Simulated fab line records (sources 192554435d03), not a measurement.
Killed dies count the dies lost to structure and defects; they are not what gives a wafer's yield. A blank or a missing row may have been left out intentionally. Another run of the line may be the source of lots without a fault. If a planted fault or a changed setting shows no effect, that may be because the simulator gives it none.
fab line records	flow n5-finfet
record: lots: 8	wafers: 24	last-day: 19
route steps=1938 shown GATE_CUT@500 BEOL_M4@1111 PASSIVATION@1936
lots that met no fault: taken from a fault-free run of the same line
start-h: hours from the record's opening day to when the first of the lot's shown wafers began	wait-h: hours since the lot's step before	" repeats the value in the row above	L1.1+2: a single row standing in for several wafers	- value missing, or start not given	* or withheld: withheld	< > ~ a bound
route shown NAME@n: a module of which the file shows steps, and the number in the route of the first	usual: mean/standard deviation taken from wafers without a fault	same: alike in all rows	chamber/n: place in a boat	sites: each site's reading	_std_site: how widely they spread, as a standard deviation	_edge_site: inner sites' mean taken away from outer sites' mean	radius-mm: for every site, how far away it sits from the centre of the wafer	mask NAME#n: copy n	behind: the last tool/chamber to shape the wafer	hold: reason for holding the lot/hours on hold/outcome of the hold	device: which transistor (n, p or np) failed to switch	end of line: the tests these same wafers got at the end of their route	a step without rows: its recipe alone	killed: count of dies lost to structure and defects at first sort (not the wafer's yield)	map: per-die view of a wafer (x killed, . not killed, _ where there is no die)
set.NAME: setting as actually run; set.NAME@STEP: the setting as run at that earlier step	model.NAME: the simulator's own value behind a step, which no gauge read
a sample of lots followed through the steps of the route, with each step as a table and each wafer as a row
services: a tool's chamber out of use, with start hour (start-h, from the record's first day; less than 0 if before it), hours out, and reason
== steps ==
step: N5_GATE_CUT_CUT_ETCH_53
recipe: chemistry: SF6/Cl2	target: W	mask-material: SiO2	target-depth-a: 792	pressure-mtorr: 8	icp-w: 900	bias-w: 80	SF6_flow_sccm: 40	Cl2_flow_sccm: 60	ends: cleared
usual: SF6_flow_sccm: 40.01/0.11	bias-w: 79.99/0.23	drypump-motor-current-A: 5.6/0.35	etch-rf-on-time-s: 26.1/0.33	oes-product-au: 0.62/0.1	throttle-valve-pct: 28.99/0.12
lot.wafer	tool	chamber	start-h	wait-h	SF6_flow_sccm	bias-w	drypump-motor-current-A	etch-rf-on-time-s	oes-product-au	rf-hours-counter-h	throttle-valve-pct
L593.1	rie-metal-02	1	112.79	0.1	40.27	80.09	5.7	26.7	0.52	142	29.17
L593.4	"	0	"	"	39.98	79.65	5.4	25.9	0.60	-	29.04
L593.6	"	0	"	"	40.21	79.74	5.4	26.0	0.60	-	29.04
L594.2	rie-metal-02	1	119.97	0.1	39.95	79.91	5.7	26.4	0.52	142	29.15
L594.3	"	0	"	"	40.18	79.92	5.4	25.7	0.61	-	29.04
L594.4	"	1	"	"	40.09	80.18	5.7	26.4	0.52	-	29.16
L603.1	rie-metal-03	0	172.67	0.1	39.97	80.10	6.1	25.6	0.60	109	29.02
L603.4	"	1	"	"	39.82	80.45	5.3	26.3	0.55	-	28.83
L603.6	"	1	"	"	39.96	80.01	5.3	26.2	0.56	-	28.84
L605.1	rie-metal-01	1	185.98	0.1	40.05	80.35	5.1	25.8	0.80	13	29.12
L605.2	"	0	"	"	40.09	79.83	6.1	24.9	0.85	8	29.15
L605.4	"	1	"	"	39.93	80.39	5.1	25.8	0.81	-	29.14
L607.2	rie-metal-02	1	202.60	0.1	39.78	79.53	5.7	26.2	0.85	3	28.95
L607.4	"	1	"	"	39.90	79.89	5.7	26.3	0.84	-	28.96
L607.6	"	0	"	"	40.18	79.81	5.4	26.1	0.58	-	29.06
L609.1	rie-metal-03	1	217.89	0.1	39.89	80.33	5.3	26.4	0.55	120	28.83
L609.3	"	0	"	"	39.98	80.13	6.1	26.0	0.58	-	29.02
L609.6	"	1	"	"	39.99	80.16	5.3	26.6	0.55	-	28.84
L611.1	rie-metal-02	0	223.29	0.1	39.98	80.05	5.4	26.4	0.58	103	29.06
L611.3	"	0	"	"	40.17	80.16	5.4	26.5	0.58	-	29.07
L611.6	"	1	"	"	39.99	79.88	5.7	26.2	0.83	-	28.95
L610.1	rie-metal-02	0	224.33	0.1	39.90	80.07	5.4	25.9	0.59	103	29.06
L610.3	"	0	"	"	39.90	79.96	5.4	26.0	0.58	-	29.08
L610.4	"	1	"	"	39.91	79.81	5.7	26.2	0.82	-	28.95
step: N5_GATE_CUT_CUT_ETCH_54
recipe: chemistry: Cl2/BCl3	target: TiN	mask-material: SiO2	target-depth-a: 967	pressure-mtorr: 10	icp-w: 1000	bias-w: 126	Cl2_flow_sccm: 53.25	bcl3-flow-sccm: 21.75	Ar_flow_sccm: 25	ends: cleared
usual: bias-w: 126.1/0.42	drypump-motor-current-A: 5.6/0.35	etch-rf-on-time-s: 36.5/0.44	mfc-ar-sccm: 24.99/0.079	oes-product-au: 0.62/0.099	throttle-valve-pct: 22.42/0.17
lot.wafer	tool	chamber	start-h	wait-h	bias-w	drypump-motor-current-A	etch-rf-on-time-s	mfc-ar-sccm	oes-product-au	rf-hours-counter-h	throttle-valve-pct
L593.1	rie-metal-02	1	112.85	0.0	125.3	5.7	37.4	24.97	0.52	142	22.74
L593.4	"	0	"	"	125.8	5.4	47.9	25.00	0.47	-	22.50
L593.6	"	0	"	"	125.9	5.4	47.9	24.84	0.47	-	22.48
L594.2	rie-metal-02	1	120.03	0.0	125.9	5.7	36.9	25.01	0.53	142	22.73
L594.3	"	0	"	"	126.4	5.4	35.9	25.02	0.60	-	22.28
L594.4	"	1	"	"	126.1	5.7	47.9	24.89	0.41	-	22.93
L603.1	rie-metal-03	0	172.73	0.0	125.8	6.1	36.0	24.98	0.59	109	22.54
L603.4	"	1	"	"	126.2	5.3	36.6	24.81	0.56	-	22.22
L603.6	"	1	"	"	126.1	5.3	36.4	25.05	0.56	-	22.21
L605.1	rie-metal-01	1	186.04	0.0	126.6	5.1	36.4	25.00	0.80	13	22.54
L605.2	"	0	"	"	126.5	6.1	35.0	24.88	0.85	8	22.54
L605.4	"	1	"	"	125.8	5.1	36.3	25.02	0.81	-	22.54
L607.2	rie-metal-02	1	202.66	0.0	125.3	5.7	36.8	25.20	0.84	3	22.42
L607.4	"	1	"	"	125.9	5.7	37.0	25.02	0.84	-	22.44
L607.6	"	0	"	"	126.6	5.4	37.0	25.00	0.58	-	22.31
L609.1	rie-metal-03	1	217.97	0.1	125.9	5.3	37.3	24.99	0.55	120	22.24
L609.3	"	0	"	"	126.6	6.1	36.2	25.15	0.58	-	22.55
L609.6	"	1	"	"	126.8	5.3	36.9	24.98	0.54	-	22.26
L611.1	rie-metal-02	0	223.35	0.0	126.4	5.4	36.6	25.04	0.58	103	22.30
L611.3	"	0	"	"	125.7	5.4	36.6	25.12	0.57	-	22.30
L611.6	"	1	"	"	125.9	5.7	37.1	24.91	0.82	-	22.44
L610.1	rie-metal-02	0	224.39	0.0	126.3	5.4	36.6	25.01	0.58	103	22.33
L610.3	"	0	"	"	125.8	5.4	36.2	25.07	0.58	-	22.30
L610.4	"	1	"	"	125.4	5.7	36.5	25.02	0.82	-	22.42
step: N5_GATE_CUT_CUT_ETCH_55
recipe: chemistry: BCl3	target: HfO2	mask-material: SiO2	target-depth-a: 32	ion-energy-ev: 30	pressure-mtorr: 5	icp-w: 450	bias-w: 18	bcl3-flow-sccm: 80
usual: bias-w: 18.00/0.052	drypump-motor-current-A: 5.6/0.35	oes-product-au: 0.68/0.11	throttle-valve-pct: 33.11/0.18
lot.wafer	tool	chamber	start-h	wait-h	bias-w	drypump-motor-current-A	oes-product-au	rf-hours-counter-h	throttle-valve-pct
L593.1	rie-metal-02	1	112.91	0.0	17.97	5.7	0.58	142	33.45
L593.4	"	0	"	"	18.00	5.4	0.25	-	33.02
L593.6	"	0	"	"	17.98	5.4	0.25	-	33.02
L594.2	rie-metal-02	1	120.09	0.0	18.00	5.7	0.58	142	33.46
L594.3	"	0	"	"	17.97	5.4	0.66	-	33.01
L594.4	"	1	"	"	18.04	5.7	0.22	-	33.46
L603.1	rie-metal-03	0	172.79	0.0	18.01	6.1	0.65	109	32.94
L603.4	"	1	"	"	18.02	5.3	0.62	-	33.06
L603.6	"	1	"	"	18.02	5.3	0.61	-	33.07
L605.1	rie-metal-01	1	186.10	0.0	18.01	5.1	0.89	13	33.54
L605.2	"	0	"	"	18.08	6.1	0.92	8	33.19
L605.4	"	1	"	"	17.95	5.1	0.90	-	33.54
L607.2	rie-metal-02	1	202.72	0.0	18.05	5.7	0.94	3	33.33
L607.4	"	1	"	"	18.16	5.7	0.95	-	33.32
L607.6	"	0	"	"	18.00	5.4	0.65	-	33.04
L609.1	rie-metal-03	1	218.05	0.1	17.97	5.3	0.61	120	33.09
L609.3	"	0	"	"	18.00	6.1	0.65	-	32.94
L609.6	"	1	"	"	18.01	5.3	0.61	-	33.08
L611.1	rie-metal-02	0	223.41	0.0	17.85	5.4	0.64	103	33.03
L611.3	"	0	"	"	17.99	5.4	0.65	-	33.04
L611.6	"	1	"	"	18.06	5.7	0.92	-	33.33
L610.1	rie-metal-02	0	224.45	0.0	18.13	5.4	0.64	103	33.04
L610.3	"	0	"	"	18.06	5.4	0.65	-	33.05
L610.4	"	1	"	"	18.01	5.7	0.91	-	33.33
step: N5_GATE_CUT_ETCH_47
recipe: chemistry: Cl2/BCl3	target: SiO2	target-depth-a: 100	pressure-mtorr: 10	icp-w: 1000	bias-w: 126	Cl2_flow_sccm: 53.25	bcl3-flow-sccm: 21.75	Ar_flow_sccm: 25
usual: bias-w: 126.0/0.38	drypump-motor-current-A: 5.6/0.35	mfc-ar-sccm: 25.01/0.08	oes-product-au: 0.68/0.11	throttle-valve-pct: 22.95/0.17
lot.wafer	tool	chamber	start-h	wait-h	bias-w	drypump-motor-current-A	mfc-ar-sccm	oes-product-au	rf-hours-counter-h	throttle-valve-pct
L593.1	rie-metal-02	1	112.94	0.0	126.0	5.7	25.05	0.58	142	23.25
L593.4	"	0	"	"	126.0	5.4	24.87	0.66	-	22.80
L593.6	"	0	"	"	125.6	5.4	24.90	0.67	-	22.81
L594.2	rie-metal-02	1	120.12	0.0	126.0	5.7	25.11	0.58	142	23.25
L594.3	"	0	"	"	126.4	5.4	24.99	0.67	-	22.82
L594.4	"	1	"	"	125.9	5.7	25.01	0.59	-	23.27
L603.1	rie-metal-03	0	172.82	0.0	126.1	6.1	25.03	0.65	109	23.07
L603.4	"	1	"	"	126.0	5.3	24.96	0.61	-	22.75
L603.6	"	1	"	"	126.2	5.3	24.97	0.62	-	22.76
L605.1	rie-metal-01	1	186.13	0.0	126.0	5.1	25.17	0.88	13	23.07
L605.2	"	0	"	"	125.9	6.1	24.99	0.92	8	23.10
L605.4	"	1	"	"	125.5	5.1	25.07	0.89	-	23.09
L607.2	rie-metal-02	1	202.75	0.0	126.1	5.7	25.15	0.93	3	22.99
L607.4	"	1	"	"	126.7	5.7	25.04	0.93	-	22.98
L607.6	"	0	"	"	126.1	5.4	25.09	0.65	-	22.83
L609.1	rie-metal-03	1	218.09	0.0	126.4	5.3	24.87	0.61	120	22.78
L609.3	"	0	"	"	126.0	6.1	25.07	0.64	-	23.08
L609.6	"	1	"	"	125.8	5.3	25.01	0.61	-	22.77
L611.1	rie-metal-02	0	223.44	0.0	125.5	5.4	25.01	0.64	103	22.85
L611.3	"	0	"	"	125.4	5.4	25.00	0.64	-	22.84
L611.6	"	1	"	"	126.0	5.7	24.99	0.92	-	22.96
L610.1	rie-metal-02	0	224.48	0.0	126.5	5.4	25.05	0.64	103	22.85
L610.3	"	0	"	"	126.3	5.4	24.98	0.65	-	22.84
L610.4	"	1	"	"	126.7	5.7	24.86	0.91	-	22.98
step: N5_GATE_CUT_STRIP_21
recipe: chemistry: N2/H2	time-s: 30	power-w: 1000	temp-c: 250	pressure-mtorr: withheld	n2-flow-sccm: 1750	h2-flow-sccm: 3250
usual: drypump-motor-current-A: 5.75/0.14	heater-power-w: 359/21	temp-c: 249.99/0.18
lot.wafer	tool	chamber	start-h	wait-h	drypump-motor-current-A	heater-power-w	rf-hours-counter-h	temp-c
L593.1	plasma-asher-01	1	113.08	0.0	5.65	332	41	249.97
L593.4	"	0	"	"	5.87	393	-	250.13
L593.6	"	1	"	"	5.64	343	-	249.85
L594.2	plasma-asher-01	0	120.26	0.0	5.91	393	42	249.71
L594.3	"	1	"	"	5.63	344	-	250.13
L594.4	"	0	"	"	5.88	393	-	249.93
L603.1	plasma-asher-01	0	172.96	0.0	5.89	394	55	249.76
L603.4	"	1	"	"	5.64	325	-	250.16
L603.6	"	0	"	"	5.85	385	-	249.65
L605.1	plasma-asher-01	0	186.28	0.0	5.93	386	58	250.04
L605.2	"	1	"	"	5.65	342	58	250.24
L605.4	"	1	"	"	5.64	339	-	250.02
L607.2	plasma-asher-01	1	202.89	0.0	5.64	334	61	250.30
L607.4	"	0	"	"	5.90	388	-	250.06
L607.6	"	1	"	"	5.63	331	-	250.09
L609.1	plasma-asher-02	0	218.28	0.0	5.84	358	113	249.75
L609.3	"	0	"	"	5.85	352	-	249.90
L609.6	"	1	"	"	5.62	363	-	249.92
L611.1	plasma-asher-02	0	223.58	0.0	5.83	356	114	249.88
L611.3	"	1	"	"	5.58	350	-	250.26
L611.6	"	1	"	"	5.60	346	-	250.21
L610.1	plasma-asher-01	0	224.62	0.0	5.88	384	66	249.91
L610.3	"	1	"	"	5.65	329	-	249.72
L610.4	"	0	"	"	5.88	389	-	249.86
step: N5_BEOL_M4_RC_MEAS_101
usual: DIBL_N: 36.1/1.6	DIBL_P: 35.7/1.8	IOFF_N: 0.159/0.027	IOFF_P: 0.21/0.03	ION_N: 673/10	ION_P: 462/7.4	SS_N: 71.4/0.56	SS_P: 73.2/0.61	VT_N: 249.7/3	VT_P: -250/3.1
lot.wafer	tool	chamber	start-h	wait-h	DIBL_N[mV/V]	DIBL_P[mV/V]	IOFF_N[nA/um]	IOFF_P[nA/um]	ION_N[uA/um]	ION_P[uA/um]	SS_N[mV/dec]	SS_P[mV/dec]	VT_N[mV]	VT_P[mV]
L593.1	prober-02	0	191.87	0.0	36.4	34.9	0.162	0.20	671	463	71.4	72.7	250.1	-250
L594.2	prober-02	0	198.93	0.2	36.3	36.8	0.176	0.18	673	447	72.0	73.6	248.2	-254
L594.3	"	0	"	"	36.4	36.8	0.164	0.18	676	449	72.0	73.6	250.7	-252
L603.1	prober-01	0	255.28	0.0	39.8	39.4	0.213	0.26	686	463	72.4	75.0	248.3	-249
L603.4	"	0	"	"	38.1	36.4	0.185	0.20	687	461	71.5	73.2	247.3	-253
L603.6	"	0	"	"	38.0	36.1	0.174	0.19	683	456	71.9	73.5	248.9	-253
L605.1	prober-02	0	276.55	0.0	35.1	36.0	0.152	0.20	684	468	71.3	72.8	249.8	-252
L605.2	"	0	"	"	38.1	38.5	0.243	0.25	688	466	72.3	73.2	242.1	-249
L605.4	"	0	"	"	35.5	36.5	0.172	0.20	685	461	72.0	72.8	246.1	-249
L607.2	prober-02	0	282.93	0.2	37.5	34.8	0.156	0.19	660	450	71.6	73.1	251.8	-251
L607.4	"	0	"	"	34.7	31.6	0.118	0.15	643	447	71.4	72.4	254.1	-255
L607.6	"	0	"	"	36.6	34.2	0.154	0.19	677	460	70.9	73.1	250.6	-256
L609.1	prober-01	0	309.25	0.0	37.1	36.8	0.195	0.23	678	461	71.9	72.9	247.2	-250
L609.3	"	0	"	"	35.3	34.9	0.147	0.19	672	457	71.5	72.3	251.9	-253
L609.6	"	0	"	"	36.2	36.0	0.178	0.22	677	463	72.2	72.4	249.4	-250
L611.1	prober-02	0	328.91	0.0	34.9	33.0	0.124	0.19	667	465	70.6	72.9	250.1	-249
L611.3	"	0	"	"	40.0	39.2	0.210	0.30	684	473	71.4	75.1	246.3	-246
L611.6	"	0	"	"	37.2	35.1	0.147	0.23	675	478	70.6	73.6	249.8	-248
L610.1	prober-01	0	341.71	0.0	35.2	34.8	0.156	0.22	662	460	71.1	73.1	247.2	-244
L610.3	"	0	"	"	34.7	33.7	0.139	0.20	670	468	70.9	72.1	251.6	-245
L610.4	"	0	"	"	36.7	36.9	0.201	0.26	694	482	71.0	73.1	243.3	-242
step: N5_PASSIVATION_PROBE_49
usual: defect-limited-yield: 91.0/1.3	killed_at_M0_to_M3: 33/10	killed_at_M4_up: 14/5.6	killed-at-contacts: 12/5.8	killed-at-front-end: 43/11	killed-at-other: 4.1/2.8	killed-dies: 106/15	killed-on-rim: 14/3.9	killed-open: 70/12	killed-short: 34/7.5	sort_bin_4_leakage: 0.00/0.0099	sort_bin_5_function: 5.3/0.88	sort_bin_6_memory: 3.3/0.64	sort-n-pass: 1074/15	sort-yield-pct: 91.0/1.3
same: gross-dies: 1180	killed-at-back-side: 0	sort_bin_8_speed[%]: 0
lot.wafer	tool	chamber	start-h	wait-h	defect-limited-yield[%]	killed_at_M0_to_M3	killed_at_M4_up	killed-at-contacts	killed-at-front-end	killed-at-other	killed-dies	killed-on-rim	killed-open	killed-short	sort_bin_4_leakage[%]	sort_bin_5_function[%]	sort_bin_6_memory[%]	sort-n-pass	sort-yield-pct[%]
L593.1	prober-01	-	298.95	0.0	91.3	30	9	9	49	6	103	20	73	30	0	4.8	3.6	1077	91.3
L593.4	prober-01	-	299.10	0.2	0	28	15	15	1115	7	1180	152	77	39	0	95.8	3.9	0	0
L593.6	prober-01	-	299.20	0.3	0	30	17	14	1114	5	1180	152	81	29	0	95.8	3.9	0	0
L594.2	prober-02	-	303.49	0.1	89.1	22	17	20	63	7	129	12	79	50	0	6.4	4.1	1051	89.1
L594.3	prober-02	-	303.54	0.1	89.2	30	11	17	65	4	127	17	94	29	0	6.7	3.6	1053	89.2
L594.4	prober-02	-	303.59	0.2	0	33	11	21	1107	8	1180	152	100	22	0	95.3	4.5	0	0
L603.1	prober-01	-	356.70	0.0	91.7	26	12	4	52	4	98	14	62	35	0	5.5	2.6	1082	91.7
L603.4	prober-01	-	356.85	0.2	90.1	43	24	1	47	2	117	18	69	42	0	6.0	3.1	1063	90.1
L603.6	prober-01	-	356.95	0.3	91.8	39	13	7	36	2	97	15	67	24	0	5.1	2.9	1083	91.8
L605.1	prober-01	-	376.18	0.0	91.9	17	28	8	38	5	96	8	63	33	0	5.2	2.5	1084	91.9
L605.2	prober-01	-	376.23	0.1	91.4	19	16	12	51	3	101	16	66	34	0.08	4.7	3.6	1078	91.4
L605.4	prober-01	-	376.33	0.2	91.4	20	21	17	42	2	102	8	62	38	0	4.8	3.5	1078	91.4
L607.2	prober-02	-	380.21	0.1	91.9	40	6	13	34	2	95	10	61	30	0	4.9	2.5	1085	91.9
L607.4	prober-02	-	380.31	0.2	93.3	21	8	19	26	5	79	6	60	19	0	3.2	3.3	1101	93.3
L607.6	prober-02	-	380.41	0.3	92.2	33	6	22	31	0	92	12	59	30	0	4.7	2.6	1088	92.2
L609.1	prober-02	-	416.18	0.0	91.2	22	26	12	35	9	104	13	70	33	0	4.9	3.6	1076	91.2
L609.3	prober-02	-	416.28	0.1	89.5	21	26	20	49	8	124	20	82	42	0	6.6	3.6	1056	89.5
L609.6	prober-02	-	416.43	0.3	93.5	31	8	8	25	5	77	8	45	31	0	3.6	2.5	1103	93.5
L611.1	prober-01	-	426.49	0.0	88.4	45	12	14	63	3	137	24	84	45	0	6.4	4.3	1043	88.4
L611.3	prober-01	-	426.59	0.1	91.1	25	9	15	56	0	105	20	71	32	0	5.0	3.6	1075	91.1
L611.6	prober-01	-	426.74	0.3	89.2	33	15	11	66	2	127	17	98	27	0	6.6	3.9	1053	89.2
L610.1	prober-01	-	449.96	0.0	91.0	40	7	18	36	5	106	14	65	39	0	5.3	3.1	1074	91.0
L610.3	prober-01	-	450.06	0.1	93.5	27	9	5	30	6	77	11	47	25	0	4.2	2.0	1103	93.5
L610.4	prober-01	-	450.11	0.2	91.8	32	12	22	28	3	97	12	68	27	0	4.8	3.1	1083	91.8
killed by level:class
L593.1 STI_FIN_REVEAL:geometric-particle:open=10 FIN_SAQP:geometric-particle:open=9 GATE_CUT:geometric-particle:open=8 BEOL_M0_SAQP:geometric-particle:open=7 MOL_CONTACT_COAG:geometric-particle:open=6 BEOL_M3:geometric-particle:open=5 STARTING-WAFER:geometric-particle:open=5 FIN_SAQP:geometric-particle:short=4
L593.4 GATE_CUT:area-etch=1064 MOL_CONTACT_COAG:geometric-particle:open=15 FIN_SAQP:geometric-particle:short=12 STI_FIN_REVEAL:geometric-particle:open=10 BEOL_M0_SAQP:geometric-particle:short=9 BEOL_M3:geometric-particle:open=8 GATE_CUT:geometric-particle:open=7 BEOL_M4:geometric-particle:open=7
L593.6 GATE_CUT:area-etch=1068 FIN_SAQP:geometric-particle:open=17 STI_FIN_REVEAL:geometric-particle:open=10 BEOL_M3:geometric-particle:open=10 MOL_CONTACT_COAG:geometric-particle:open=9 FIN_SAQP:geometric-particle:short=7 BEOL_M4:geometric-particle:open=6 MOL_CONTACT_COAG:geometric-particle:short=5
L594.2 STI_FIN_REVEAL:geometric-particle:open=17 MOL_CONTACT_COAG:geometric-particle:open=17 FIN_SAQP:geometric-particle:open=9 BEOL_M2:geometric-particle:open=8 FIN_SAQP:geometric-particle:short=7 BEOL_M0_SAQP:geometric-particle:short=7 BEOL_M4:geometric-particle:open=7 DUMMY_GATE:geometric-particle:open=6
L594.3 STI_FIN_REVEAL:geometric-particle:open=26 MOL_CONTACT_COAG:geometric-particle:open=13 BEOL_M2:geometric-particle:open=8 BEOL_M4:geometric-particle:open=8 BEOL_M1:geometric-particle:open=7 FIN_SAQP:geometric-particle:open=6 FIN_SAQP:geometric-particle:short=5 STI_FIN_REVEAL:geometric-particle:short=4
L594.4 GATE_CUT:area-etch=1058 STI_FIN_REVEAL:geometric-particle:open=21 MOL_CONTACT_COAG:geometric-particle:open=18 BEOL_M2:geometric-particle:open=14 BEOL_M4:geometric-particle:open=7 BEOL_M1:geometric-particle:open=6 DUMMY_GATE:geometric-particle:open=5 STI_FIN_REVEAL:geometric-particle:short=4
L603.1 FIN_SAQP:geometric-particle:open=12 STI_FIN_REVEAL:geometric-particle:open=12 FIN_SAQP:geometric-particle:short=10 STI_FIN_REVEAL:geometric-particle:short=7 BEOL_M1:geometric-particle:open=5 BEOL_M0_SAQP:geometric-particle:open=4 BEOL_M0:geometric-particle:open=4 BEOL_M1:geometric-particle:short=4
L603.4 BEOL_M4:geometric-particle:open=12 BEOL_M3:geometric-particle:open=11 STI_FIN_REVEAL:geometric-particle:open=9 FIN_SAQP:geometric-particle:short=8 BEOL_M0_SAQP:geometric-particle:short=7 BEOL_M0_SAQP:geometric-particle:open=7 BEOL_M1:geometric-particle:open=6 BEOL_M4:geometric-particle:short=5
L603.6 DUMMY_GATE:geometric-particle:open=9 BEOL_M1:geometric-particle:open=9 BEOL_M3:geometric-particle:open=8 FIN_SAQP:geometric-particle:open=7 STI_FIN_REVEAL:geometric-particle:open=7 MOL_CONTACT_COAG:geometric-particle:open=6 BEOL_M0_SAQP:geometric-particle:open=6 BEOL_M0_SAQP:geometric-particle:short=4
L605.1 BEOL_M4:geometric-particle:open=12 FIN_SAQP:geometric-particle:open=8 DUMMY_GATE:geometric-particle:open=8 FIN_SAQP:geometric-particle:short=7 MOL_CONTACT_COAG:geometric-particle:open=6 BEOL_M5:geometric-particle:open=6 BEOL_M0_SAQP:geometric-particle:short=5 BEOL_M4:geometric-particle:short=5
L605.2 STI_FIN_REVEAL:geometric-particle:open=10 BEOL_M4:geometric-particle:open=9 FIN_SAQP:geometric-particle:open=7 FIN_SAQP:geometric-particle:short=7 MOL_CONTACT_COAG:geometric-particle:open=6 DUMMY_GATE:geometric-particle:open=5 MOL_CONTACT_COAG:geometric-particle:short=5 BEOL_M3:geometric-particle:open=5
L605.4 BEOL_M4:geometric-particle:open=12 FIN_SAQP:geometric-particle:short=10 MOL_CONTACT_COAG:geometric-particle:open=10 BEOL_M2:geometric-particle:open=9 FIN_SAQP:geometric-particle:open=7 MOL_CONTACT_COAG:geometric-particle:short=6 STARTING-WAFER:geometric-particle:short=5 DUMMY_GATE:geometric-particle:short=4
L607.2 MOL_CONTACT_COAG:geometric-particle:open=12 STI_FIN_REVEAL:geometric-particle:open=11 BEOL_M0_SAQP:geometric-particle:short=10 FIN_SAQP:geometric-particle:short=9 BEOL_M0_SAQP:geometric-particle:open=8 BEOL_M1:geometric-particle:open=8 BEOL_M3:geometric-particle:open=7 GATE_CUT:geometric-particle:short=3
L607.4 MOL_CONTACT_COAG:geometric-particle:open=16 BEOL_M3:geometric-particle:open=7 BEOL_M0_SAQP:geometric-particle:open=5 FIN_SAQP:geometric-particle:open=4 STI_FIN_REVEAL:geometric-particle:open=4 DUMMY_GATE:geometric-particle:open=4 BEOL_M1:geometric-particle:open=4 DUMMY_GATE:geometric-particle:short=3
L607.6 MOL_CONTACT_COAG:geometric-particle:open=18 BEOL_M0_SAQP:geometric-particle:open=10 BEOL_M0_SAQP:geometric-particle:short=6 STI_FIN_REVEAL:geometric-particle:open=5 MOL_CONTACT_COAG:geometric-particle:short=4 BEOL_M1:geometric-particle:open=4 BEOL_M3:geometric-particle:open=4 BEOL_M4:geometric-particle:open=4
L609.1 BEOL_M4:geometric-particle:open=12 MOL_CONTACT_COAG:geometric-particle:open=10 BEOL_M0_SAQP:geometric-particle:open=7 BEOL_M2:geometric-particle:open=7 FIN_SAQP:geometric-particle:short=6 FIN_SAQP:geometric-particle:open=6 STI_FIN_REVEAL:geometric-particle:open=5 BEOL_M4:geometric-particle:short=5
L609.3 MOL_CONTACT_COAG:geometric-particle:open=18 FIN_SAQP:geometric-particle:open=11 STI_FIN_REVEAL:geometric-particle:open=11 FIN_SAQP:geometric-particle:short=8 BEOL_M4:geometric-particle:open=8 BEOL_M2:geometric-particle:open=7 GATE_CUT:geometric-particle:short=6 DUMMY_GATE:geometric-particle:open=5
L609.6 BEOL_M0_SAQP:geometric-particle:open=11 BEOL_M0_SAQP:geometric-particle:short=9 MOL_CONTACT_COAG:geometric-particle:open=6 FIN_SAQP:geometric-particle:short=4 STI_FIN_REVEAL:geometric-particle:short=4 BEOL_M3:geometric-particle:open=4 STI_FIN_REVEAL:geometric-particle:open=3 DUMMY_GATE:geometric-particle:open=3
L611.1 FIN_SAQP:geometric-particle:open=14 FIN_SAQP:geometric-particle:short=12 BEOL_M3:geometric-particle:open=12 STI_FIN_REVEAL:geometric-particle:open=12 BEOL_M0_SAQP:geometric-particle:open=9 MOL_CONTACT_COAG:geometric-particle:open=9 GATE_CUT:geometric-particle:open=7 BEOL_M0_SAQP:geometric-particle:short=6
L611.3 STI_FIN_REVEAL:geometric-particle:open=13 MOL_CONTACT_COAG:geometric-particle:open=11 FIN_SAQP:geometric-particle:open=10 GATE_CUT:geometric-particle:short=8 DUMMY_GATE:geometric-particle:open=7 BEOL_M3:geometric-particle:open=6 FIN_SAQP:geometric-particle:short=4 MOL_CONTACT_COAG:geometric-particle:short=4
L611.6 STI_FIN_REVEAL:geometric-particle:open=20 FIN_SAQP:geometric-particle:open=19 MOL_CONTACT_COAG:geometric-particle:open=10 BEOL_M3:geometric-particle:open=10 BEOL_M1:geometric-particle:open=8 GATE_CUT:geometric-particle:short=7 BEOL_M5:geometric-particle:open=6 BEOL_M4:geometric-particle:open=5
L610.1 BEOL_M0_SAQP:geometric-particle:short=13 MOL_CONTACT_COAG:geometric-particle:open=12 FIN_SAQP:geometric-particle:open=9 BEOL_M0_SAQP:geometric-particle:open=8 BEOL_M2:geometric-particle:open=6 MOL_CONTACT_COAG:geometric-particle:short=6 BEOL_M3:geometric-particle:open=6 FIN_SAQP:geometric-particle:short=5
L610.3 STI_FIN_REVEAL:geometric-particle:open=13 BEOL_M1:geometric-particle:open=8 BEOL_M0_SAQP:geometric-particle:open=7 FIN_SAQP:geometric-particle:short=5 MOL_CONTACT_COAG:geometric-particle:open=5 BEOL_M0_SAQP:geometric-particle:short=5 BEOL_M3:geometric-particle:short=4 BEOL_M8:geometric-particle:open=4
L610.4 MOL_CONTACT_COAG:geometric-particle:open=20 BEOL_M0_SAQP:geometric-particle:short=7 BEOL_M0_SAQP:geometric-particle:open=7 STI_FIN_REVEAL:geometric-particle:open=5 DUMMY_GATE:geometric-particle:open=5 BEOL_M3:geometric-particle:open=5 BEOL_M4:geometric-particle:open=5 FIN_SAQP:geometric-particle:short=4
== services ==
tool	chamber	start-h	hours	kind
plasma-asher-02	-	120.05	2.5	pm
rie-metal-03	-	128.72	0.1	repair
rie-metal-02	1	133.70	-	clean
rie-metal-02	1	133.70	35.0	scheduled-down
rie-metal-02	1	133.70	35.0	vent-cycle
plasma-asher-02	-	146.20	4.0	pm
rie-metal-03	1	166.29	4.0	repair
rie-metal-01	-	177.14	4.5	repair
rie-metal-01	-	197.18	2.8	pm
== key ==
first-sign: step: N5_GATE_CUT_CUT_ETCH_54	reading: etch-rf-on-time-s	direction: up	sigmas: 26	usual: *	struck: *
effect: step: N5_GATE_CUT_CUT_ETCH_55	reading: oes-product-au	direction: down	sigmas: 4	usual: 0.68	struck: 0.24
effect: step: N5_PASSIVATION_PROBE_49	reading: sort_bin_5_function	direction: up	sigmas: 99+	usual: 5.3	struck: 95.6
more-kills-born-at: N5_GATE_CUT_CUT_ETCH_54@rie-metal-02: 3190
met-at N5_GATE_CUT_CUT_ETCH_54
struck-lots L593,L594
struck-wafers L593.4,L593.6,L594.4
later-rows-left-out L593.4,L593.6,L594.4
not-acting-at N5_GATE_CUT_CUT_ETCH_53,N5_GATE_CUT_ETCH_47,N5_GATE_CUT_STRIP_21
fault: kind: process-parameter-drift	tool: rie-metal-02	chamber: -	onset-h: 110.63	steps: N5_GATE_CUT_CUT_ETCH_54	channel: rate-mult	offset: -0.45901	shape: step	end-h: 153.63	scope: struck-wafers-only
later-rows-left-out: the simulator's readings of these wafers behind a module that went badly wrong aren't trusted and aren't shown, but for the sort
